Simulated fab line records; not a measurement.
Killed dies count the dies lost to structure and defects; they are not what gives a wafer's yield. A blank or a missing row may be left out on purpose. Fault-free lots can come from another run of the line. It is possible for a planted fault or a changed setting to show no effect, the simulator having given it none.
fab line records ; flow nandHarc
[record] lots = 14; wafers = 39; lastDay = 24
route steps=1159 shown P_STI@84 P_GATE@139 END@1159
lots that met no fault: taken from a fault-free run of the same line
startH: hours from the record's opening day to when the first of the lot's shown wafers began ; waitH: how many hours have passed since the lot's step before this one ; " the same as in the row above ; L1.1+2: one row covering several wafers at once ; - no value present, or no start provided ; * or withheld: withheld ; < > ~ a bound
route shown NAME@n: names a module that has steps shown in the file, with the first one's number in the route ; usual: mean and standard deviation over wafers with no fault ; same: alike in all rows ; chamber/n: place in a boat ; sites: the reading at each site ; _std_site: how widely they spread, as a standard deviation ; _edge_site: the outer-site mean with the inner-site mean subtracted ; radiusMm: how far each site lies from the wafer's centre ; mask NAME#n: copy n ; behind: the most recent tool/chamber to have shaped the wafer ; hold: the reason the lot was held/the length of the hold in hours/how it ended ; device: the transistor (n, p or np) that didn't switch ; end of line: tests of these same wafers at the route's end ; where a step has no rows: the recipe by itself ; killed: count of dies lost to structure and defects at first sort (not the wafer's yield) ; map: the dies of a wafer, with x for killed, . for not killed, _ for no die there
set.NAME: the run value of the setting; set.NAME@STEP: its run value at that earlier step ; model.NAME: the simulator's own value behind a step, which no gauge read
one table for each step of the route and one row for each wafer, over a sample of lots
services: when a tool's chamber went out of use (startH, in hours from the record's first day, below 0 if earlier), for how many hours, and the reason
[[steps]]
[step NHARC_P_STI_OVL_MEAS_10]
[usual] overlayXNm = 1/6.2; overlayYNm = 0/5.2
lot.wafer;tool;chamber;startH;waitH;overlayXNm;overlayYNm
L453.1;overlay-02;-;41.17;-;-6;-2
L453.2;overlay-02;-;41.17;-;-5;-1
L453.4;overlay-02;-;41.17;-;-5;-2
L454.2;overlay-02;-;51.51;-;6;2
L454.4;overlay-02;-;51.51;-;7;3
L454.6;overlay-02;-;51.51;-;7;2
L455.1;overlay-02;-;51.67;-;-6;0
L455.5;overlay-02;-;51.67;-;-7;1
L455.6;overlay-02;-;51.67;-;-6;0
L457.1;overlay-01;-;66.09;-;3;2
L457.2;overlay-01;-;66.09;-;3;2
L457.3;overlay-01;-;66.09;-;3;2
L458.2;overlay-02;-;73.91;-;3;11
L458.5;overlay-02;-;73.91;-;3;10
L458.6;overlay-02;-;73.91;-;3;11
L460.1;overlay-02;-;83.25;-;-4;-7
L460.3;overlay-02;-;83.25;-;-4;-7
L460.6;overlay-02;-;83.25;-;-3;-7
L461.4;overlay-02;-;91.10;-;3;-3
L461.5;overlay-02;-;91.10;-;4;-3
L461.6;overlay-02;-;91.10;-;4;-3
L464.4;overlay-02;-;107.17;-;5;8
L464.5;overlay-02;-;107.17;-;5;8
L465.1;overlay-01;-;114.80;-;7;7
L465.4;overlay-01;-;114.80;-;8;7
L468.1;overlay-01;-;134.26;-;-10;-4
L468.5;overlay-01;-;134.26;-;-9;-4
L469.1;overlay-02;-;134.42;-;-1;-2
L469.3;overlay-02;-;134.42;-;-1;-2
L469.6;overlay-02;-;134.42;-;-2;-2
L471.1;overlay-01;-;145.89;-;-7;1
L471.2;overlay-01;-;145.89;-;-7;1
L471.4;overlay-01;-;145.89;-;-6;1
L472.2;overlay-02;-;156.78;-;-5;-7
L472.3;overlay-02;-;156.78;-;-5;-7
L472.6;overlay-02;-;156.78;-;-5;-8
L475.3;overlay-02;-;172.71;-;3;-8
L475.5;overlay-02;-;172.71;-;3;-9
L475.6;overlay-02;-;172.71;-;3;-9
[step NHARC_P_STI_INSPECT_25]
[usual] rawDefectCount = 243/100
lot.wafer;tool;chamber;startH;waitH;rawDefectCount
L453.1;defectInspect-01;-;71.02;0.4;361
L453.2;defectInspect-01;-;71.02;0.4;330
L453.4;defectInspect-01;-;71.02;0.4;250
L455.1;defectInspect-01;-;80.65;0.4;241
L455.5;defectInspect-01;-;80.65;0.4;325
L455.6;defectInspect-01;-;80.65;0.4;390
L454.2;defectInspect-02;-;80.65;0.4;138
L454.4;defectInspect-02;-;80.65;0.4;113
L454.6;defectInspect-02;-;80.65;0.4;125
L457.1;defectInspect-01;-;90.25;0.4;184
L457.2;defectInspect-01;-;90.25;0.4;234
L457.3;defectInspect-01;-;90.25;0.4;162
L458.2;defectInspect-02;-;108.69;0.4;156
L458.5;defectInspect-02;-;108.69;0.4;161
L458.6;defectInspect-02;-;108.69;0.4;147
L460.1;defectInspect-02;-;108.71;0.4;132
L460.3;defectInspect-02;-;108.71;0.4;107
L460.6;defectInspect-02;-;108.71;0.4;202
L461.4;defectInspect-01;-;122.69;0.4;177
L461.5;defectInspect-01;-;122.69;0.4;289
L461.6;defectInspect-01;-;122.69;0.4;152
L464.4;defectInspect-02;-;143.68;0.4;173
L464.5;defectInspect-02;-;143.68;0.4;234
L465.1;defectInspect-01;-;148.24;0.4;479
L465.4;defectInspect-01;-;148.24;0.4;225
L469.1;defectInspect-02;-;164.32;0.4;227
L469.3;defectInspect-02;-;164.32;0.4;350
L469.6;defectInspect-02;-;164.32;0.4;394
L468.1;defectInspect-01;-;164.32;0.4;214
L468.5;defectInspect-01;-;164.32;0.4;176
L471.1;defectInspect-01;-;180.76;0.4;318
L471.2;defectInspect-01;-;180.76;0.4;283
L471.4;defectInspect-01;-;180.76;0.4;366
L472.2;defectInspect-01;-;186.27;0.4;233
L472.3;defectInspect-01;-;186.27;0.4;257
L472.6;defectInspect-01;-;186.27;0.4;153
L475.3;defectInspect-01;-;197.12;0.4;139
L475.5;defectInspect-01;-;197.12;0.4;104
L475.6;defectInspect-01;-;197.12;0.4;128
[step NHARC_P_GATE_PEB_24]
[recipe] pebTempC = 100; pebTimeS = 65
[usual] heaterPowerTotalW = 156.6/0.43
lot.wafer;tool;chamber;startH;waitH;heaterPowerTotalW
L453.1;lithoTrack-06;0;93.06;0.1;156.4
L453.2;lithoTrack-06;0;93.06;0.1;156.2
L453.4;lithoTrack-06;0;93.06;0.1;156.1
L455.1;lithoTrack-06;0;103.72;0.1;157.1
L455.5;lithoTrack-06;0;103.72;0.1;155.9
L455.6;lithoTrack-06;0;103.72;0.1;156.6
L454.2;lithoTrack-06;0;104.20;0.1;156.4
L454.4;lithoTrack-06;0;104.20;0.1;157.1
L454.6;lithoTrack-06;0;104.20;0.1;155.9
L457.1;lithoTrack-06;0;116.24;0.1;156.6
L457.2;lithoTrack-06;0;116.24;0.1;156.3
L457.3;lithoTrack-06;0;116.24;0.1;157.0
L458.2;lithoTrack-06;0;132.13;0.1;157.0
L458.5;lithoTrack-06;0;132.13;0.1;156.3
L458.6;lithoTrack-06;0;132.13;0.1;156.3
L460.1;lithoTrack-06;0;132.29;0.1;156.3
L460.3;lithoTrack-06;0;132.29;0.1;156.0
L460.6;lithoTrack-06;0;132.29;0.1;157.2
L461.4;lithoTrack-06;0;148.18;0.0;157.0
L461.5;lithoTrack-06;0;148.18;0.0;157.0
L461.6;lithoTrack-06;0;148.18;0.0;156.9
L464.4;lithoTrack-06;0;167.02;0.0;173.8
L464.5;lithoTrack-06;0;167.02;0.0;174.7
L465.1;lithoTrack-06;0;170.12;0.1;156.6
L465.4;lithoTrack-06;0;170.12;0.1;174.6
L469.1;lithoTrack-01;0;186.68;0.1;156.9
L469.3;lithoTrack-01;0;186.68;0.1;157.1
L469.6;lithoTrack-01;0;186.68;0.1;156.3
L468.1;lithoTrack-06;0;186.89;0.1;156.1
L468.5;lithoTrack-06;0;186.89;0.1;175.2
L471.1;lithoTrack-01;0;203.89;0.1;156.9
L471.2;lithoTrack-01;0;203.89;0.1;156.7
L471.4;lithoTrack-01;0;203.89;0.1;156.6
L472.2;lithoTrack-01;0;209.53;0.1;156.3
L472.3;lithoTrack-01;0;209.53;0.1;156.6
L472.6;lithoTrack-01;0;209.53;0.1;157.0
L475.3;lithoTrack-04;0;219.87;0.0;156.9
L475.5;lithoTrack-04;0;219.87;0.0;156.2
L475.6;lithoTrack-04;0;219.87;0.0;157.1
[step NHARC_P_GATE_CD_MEAS_26]
[recipe] targetCdNm = 120; landingEnergyEv = 500
[usual] cdNm = 120.2/0.45
lot.wafer;tool;chamber;startH;waitH;cdNm
L453.1;cdSem-03;0;93.14;-;120.7
L453.2;cdSem-03;0;93.14;-;120.3
L453.4;cdSem-03;0;93.14;-;120.4
L455.1;cdSem-03;0;103.80;-;118.9
L455.5;cdSem-03;0;103.80;-;119.6
L455.6;cdSem-03;0;103.80;-;119.5
L454.2;cdSem-02;0;104.28;-;120.6
L454.4;cdSem-02;0;104.28;-;119.8
L454.6;cdSem-02;0;104.28;-;121.0
L457.1;cdSem-01;0;116.32;-;120.3
L457.2;cdSem-01;0;116.32;-;120.3
L457.3;cdSem-01;0;116.32;-;121.2
L458.2;cdSem-02;0;132.21;-;120.4
L458.5;cdSem-02;0;132.21;-;119.9
L458.6;cdSem-02;0;132.21;-;120.2
L460.1;cdSem-02;0;132.37;-;120.3
L460.3;cdSem-02;0;132.37;-;120.2
L460.6;cdSem-02;0;132.37;-;120.3
L461.4;cdSem-01;0;148.27;-;120.4
L461.5;cdSem-01;0;148.27;-;119.9
L461.6;cdSem-01;0;148.27;-;120.5
L464.4;cdSem-03;0;167.10;-;127.9
L464.5;cdSem-03;0;167.10;-;127.8
L465.1;cdSem-02;0;170.20;-;120.3
L465.4;cdSem-02;0;170.20;-;127.9
L469.1;cdSem-02;0;186.75;-;120.0
L469.3;cdSem-02;0;186.75;-;120.6
L469.6;cdSem-02;0;186.75;-;120.0
L468.1;cdSem-02;0;186.97;-;119.5
L468.5;cdSem-02;0;186.97;-;127.0
L471.1;cdSem-02;0;203.96;-;120.7
L471.2;cdSem-02;0;203.96;-;120.1
L471.4;cdSem-02;0;203.96;-;120.3
L472.2;cdSem-01;0;209.61;-;121.3
L472.3;cdSem-01;0;209.61;-;120.2
L472.6;cdSem-01;0;209.61;-;120.1
L475.3;cdSem-03;0;219.96;-;119.7
L475.5;cdSem-03;0;219.96;-;120.9
L475.6;cdSem-03;0;219.96;-;120.0
[step NHARC_P_GATE_ETCH_104]
[recipe] targetDepthA = 600; timeS = withheld; cf4FlowSccm = 100; chf3FlowSccm = 30; arFlowSccm = 0; rfW = 500; biasW = 200; chemistry = CF4/CHF3
[usual] drypumpMotorCurrentA = 5.8/0.48; oesProductAu = 0.938/0.017; rfVppV = 371.2/2.5; showerheadPlenumPTorr = 1.59/0.071; throttleValvePct = 16.802/0.0094
lot.wafer;tool;chamber;startH;waitH;drypumpMotorCurrentA;oesProductAu;rfVppV;showerheadPlenumPTorr;throttleValvePct
L453.2;rieDiel-06;1;93.43;0.1;5.4;0.924;368.8;1.48;16.807
L453.1;rieDiel-06;0;93.43;0.1;5.3;0.923;370.6;1.57;16.795
L453.4;rieDiel-06;3;93.43;0.1;6.7;0.927;371.3;1.66;16.783
L455.1;rieDiel-05;2;104.16;0.1;5.6;0.938;371.4;1.60;16.796
L455.5;rieDiel-05;0;104.16;0.1;6.1;0.945;374.2;1.69;16.806
L455.6;rieDiel-05;1;104.16;0.1;5.9;0.938;372.6;1.67;16.800
L454.2;rieDiel-06;0;105.29;0.6;5.3;0.936;371.6;1.56;16.812
L454.4;rieDiel-06;1;105.29;0.6;5.4;0.943;368.0;1.48;16.791
L454.6;rieDiel-06;3;105.29;0.6;6.6;0.938;373.3;1.66;16.791
L457.2;rieDiel-06;3;116.61;0.1;6.7;0.922;373.1;1.66;16.797
L457.3;rieDiel-06;0;116.61;0.1;5.3;0.923;371.2;1.56;16.801
L457.1;rieDiel-06;1;116.61;0.1;5.5;0.920;368.0;1.48;16.819
L458.2;rieDiel-05;2;132.66;0.2;5.6;0.922;370.4;1.59;16.823
L458.6;rieDiel-05;3;132.66;0.2;6.2;0.929;372.2;1.60;16.804
L458.5;rieDiel-05;0;132.66;0.2;6.1;0.918;373.8;1.69;16.793
L460.1;rieDiel-13;1;132.80;0.2;6.2;0.936;371.2;1.55;16.801
L460.3;rieDiel-13;2;132.80;0.2;5.8;0.938;372.0;1.60;16.804
L460.6;rieDiel-13;1;132.80;0.2;6.2;0.934;370.4;1.55;16.804
L461.4;rieDiel-05;2;148.55;0.1;5.6;0.970;370.2;1.59;16.801
L461.5;rieDiel-05;0;148.55;0.1;6.1;0.977;374.1;1.68;16.801
L461.6;rieDiel-05;1;148.55;0.1;5.9;0.977;374.6;1.67;16.807
L464.4;rieDiel-06;3;167.36;0.1;6.6;0.923;374.2;1.65;16.816
L464.5;rieDiel-06;0;167.36;0.1;5.3;0.924;370.7;1.56;16.794
L465.1;rieDiel-06;2;170.71;0.1;5.0;0.922;373.0;1.66;16.793
L465.4;rieDiel-06;0;170.71;0.1;5.3;0.920;371.2;1.56;16.790
L469.3;rieDiel-06;1;187.03;0.1;5.4;0.922;367.9;1.48;16.799
L469.1;rieDiel-06;2;187.03;0.1;5.0;0.934;371.6;1.65;16.808
L469.6;rieDiel-06;1;187.03;0.1;5.4;0.926;367.3;1.48;16.787
L468.1;rieDiel-05;2;187.25;0.1;5.6;0.963;372.4;1.59;16.814
L468.5;rieDiel-05;1;187.25;0.1;5.9;0.957;372.9;1.66;16.800
L471.1;rieDiel-06;0;204.28;0.1;5.3;0.939;371.7;1.56;16.786
L471.4;rieDiel-06;1;204.28;0.1;5.4;0.942;364.9;1.48;16.805
L471.2;rieDiel-06;2;204.28;0.1;5.0;0.938;373.2;1.65;16.797
L472.2;rieDiel-06;2;209.88;0.1;5.0;0.924;372.4;1.65;16.817
L472.3;rieDiel-06;3;209.88;0.1;6.6;0.928;372.8;1.65;16.791
L472.6;rieDiel-06;1;209.88;0.1;5.5;0.919;367.1;1.48;16.798
L475.3;rieDiel-13;2;221.11;0.1;5.8;0.925;371.0;1.59;16.796
L475.6;rieDiel-13;0;221.11;0.1;5.9;0.923;367.1;1.47;16.783
L475.5;rieDiel-13;2;221.11;0.1;5.8;0.923;372.6;1.59;16.799
[step NHARC_END_SORT_01]
[recipe] tempC = 25
[usual] killedAtArray = 31/12; killedAtOther = 0.6/0.85; killedAtPeriphery = 3.0/2.3; killedDies = 35/12; killedOpen = 3.2/1.9; killedShort = 1.8/1.4
[same] grossDies = 677
lot.wafer;tool;chamber;startH;waitH;killedAtArray;killedAtOther;killedAtPeriphery;killedDies;killedOpen;killedShort
L464.4;prober-02;0;511.09;3.3;22;0;3;25;2;0
L465.4;prober-02;0;543.91;3.4;29;1;4;34;3;3
// killed by level:class
L464.4 A_CHANNEL_HOLE_D1:chamberFilmFlake=7 A_CONTACT:chamberFilmFlake=7 A_STAIRCASE:chamberFilmFlake=4 A_SGD_CUT:chamberFilmFlake=3 P_CONTACT:geometricParticle:open=1 A_M0:geometricParticle:open=1 P_GATE:chamberFilmFlake=1 P_GATE:areaPeb=1
L465.4 A_SLIT:chamberFilmFlake=13 A_STAIRCASE:chamberFilmFlake=5 A_CHANNEL_HOLE_D1:chamberFilmFlake=4 A_CONTACT:chamberFilmFlake=2 P_GATE:geometricParticle:open=1 P_CONTACT:geometricParticle:short=1 P_M0:geometricParticle:open=1 A_SGD_CUT:geometricParticle:short=1
[[services]]
tool;chamber;startH;hours;kind
rieDiel-06;0;73.20;-;clean
rieDiel-06;1;73.20;-;clean
rieDiel-06;2;73.20;-;clean
rieDiel-06;3;73.20;-;clean
rieDiel-06;2;80.88;28.2;repair
rieDiel-05;-;83.98;0.6;repair
lithoTrack-01;-;93.00;7.0;pm
rieDiel-06;0;98.08;-;clean
rieDiel-06;1;98.08;-;clean
rieDiel-06;3;98.08;-;clean
rieDiel-13;-;99.07;9.0;pm
lithoTrack-06;-;117.00;7.0;pm
rieDiel-06;1;118.90;36.4;repair
rieDiel-06;0;122.58;-;clean
rieDiel-06;2;122.58;-;clean
rieDiel-06;3;122.58;-;clean
rieDiel-06;0;131.80;9.3;repair
rieDiel-13;3;135.60;88.1;repair
lithoTrack-04;-;141.00;7.0;pm
rieDiel-05;-;164.39;9.0;pm
rieDiel-13;2;181.36;1.6;repair
rieDiel-13;2;191.41;6.1;repair
rieDiel-13;-;193.39;0.4;repair
rieDiel-13;1;219.31;4.5;repair
[[key]]
[firstSign] step = NHARC_P_GATE_PEB_24; reading = heaterPowerTotalW; direction = up; sigmas = 42; usual = *; struck = *
[effect] step = NHARC_P_GATE_CD_MEAS_26; reading = cdNm; direction = up; sigmas = 17; usual = 120.2; struck = 127.7
metAt NHARC_P_GATE_PEB_24
struckLots L464,L465,L468
struckWafers L464.4,L464.5,L465.4,L468.5
testerLeftOut L464,L465,L468
notActingAt NHARC_P_STI_OVL_MEAS_10,NHARC_P_STI_INSPECT_25,NHARC_P_GATE_ETCH_104
onsetBetween 148.18 167.02
[fault] kind = processParameterDrift; tool = lithoTrack-06; chamber = -; onsetH = 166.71; steps = NHARC_P_GATE_PEB_24; channel = pebTimeS; offset = *; shape = step; endH = 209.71; scope = struckWafersOnly; actsIn = *; stated = *
// testerLeftOut: of these lots the tester's yield and bins aren't shown, on N5 and GAA mostly nor the transistor test; their killed dies are dies lost to structure and defects alone, not to doping, threshold or leakage, so they don't give the yield
